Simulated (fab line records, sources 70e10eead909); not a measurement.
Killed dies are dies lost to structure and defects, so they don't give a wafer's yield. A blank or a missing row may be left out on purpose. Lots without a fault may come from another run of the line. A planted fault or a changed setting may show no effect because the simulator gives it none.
Chamber matching | flow nand_harc | NHARC_P_M1_ETCH_35 on rie_diel-13: 4 sister chambers
The step etches the open film in N2/H2, target depth 40 nm, overetch 12 nm, time 43.94 s. 15 wafers are shown with their chamber, then 7 later ones without.

WAFERS WITH THEIR CHAMBER
wafer  | chamber | showerhead_plenum_p_Torr (Torr) | rf_vpp_V (V) | oes_product_au (a.u.)
L183.4 | 2       | 2.19                            | 434.7        | 0.993
L183.5 | 1       | 1.98                            | 428.6        | 0.967
L183.6 | 2       | 2.19                            | 435.5        | 0.991
L182.1 | 0       | 2.11                            | 433.6        | 0.985
L182.4 | 3       | 2.06                            | 431.7        | 1.014
L182.6 | 3       | 2.06                            | 431.2        | 1.005
L186.3 | 3       | 2.06                            | 431.0        | 1.006
L186.4 | 2       | 2.19                            | 434.0        | 1.010
L186.6 | 0       | 2.11                            | 431.4        | 0.990
L189.3 | 0       | 2.11                            | 431.8        | 0.985
L189.4 | 1       | 1.98                            | 429.8        | 0.973
L189.5 | 2       | 2.19                            | 434.7        | 1.001
L193.2 | 2       | 2.19                            | 434.1        | 1.008
L193.5 | 3       | 2.05                            | 431.4        | 0.995
L193.6 | 2       | 2.19                            | 433.3        | 0.995

SIGNATURES (means of the wafers above)
reading                  | chamber 0 | chamber 1 | chamber 2 | chamber 3 | scatter within a chamber
showerhead_plenum_p_Torr | 2.1100    | 1.9800    | 2.1900    | 2.0575    | 0.00261
rf_vpp_V                 | 432.267   | 429.200   | 434.383   | 431.325   | 0.774
oes_product_au           | 0.98667   | 0.97000   | 0.99967   | 1.00500   | 0.00698
Rule: a wafer's distance from a chamber is the root of the sum, over the readings, of the square of ((its reading less the chamber's mean) divided by the reading's scatter). The wafer belongs to the nearest chamber; if the next one is less than 2 further off, it can't be placed. The scatter: the root of (the sum of the squares of (reading less its chamber's mean) over the shown wafers, divided by (wafers less chambers)).

WAFERS WITHOUT THEIR CHAMBER
wafer  | showerhead_plenum_p_Torr (Torr) | rf_vpp_V (V) | oes_product_au (a.u.)
L195.1 | 2.19                            | 432.9        | 0.997
L195.4 | 2.11                            | 432.9        | 0.984
L195.5 | 2.19                            | 434.1        | 1.002
L200.2 | 2.11                            | 432.3        | 0.984
L200.4 | 2.19                            | 435.0        | 0.993
L202.4 | 1.98                            | 428.5        | 0.976
L202.6 | 2.05                            | 431.9        | 0.996

WHICH CHAMBER EACH WENT THROUGH
wafer  | from the rows above | in truth
L195.1 | 2                   | 2
L195.4 | 0                   | 0
L195.5 | 2                   | 2
L200.2 | 0                   | 0
L200.4 | 2                   | 2
L202.4 | 1                   | 1
L202.6 | 3                   | 3
Placed correctly: 7 of 7. Can't be placed from these rows: 0. Placed wrongly: 0.
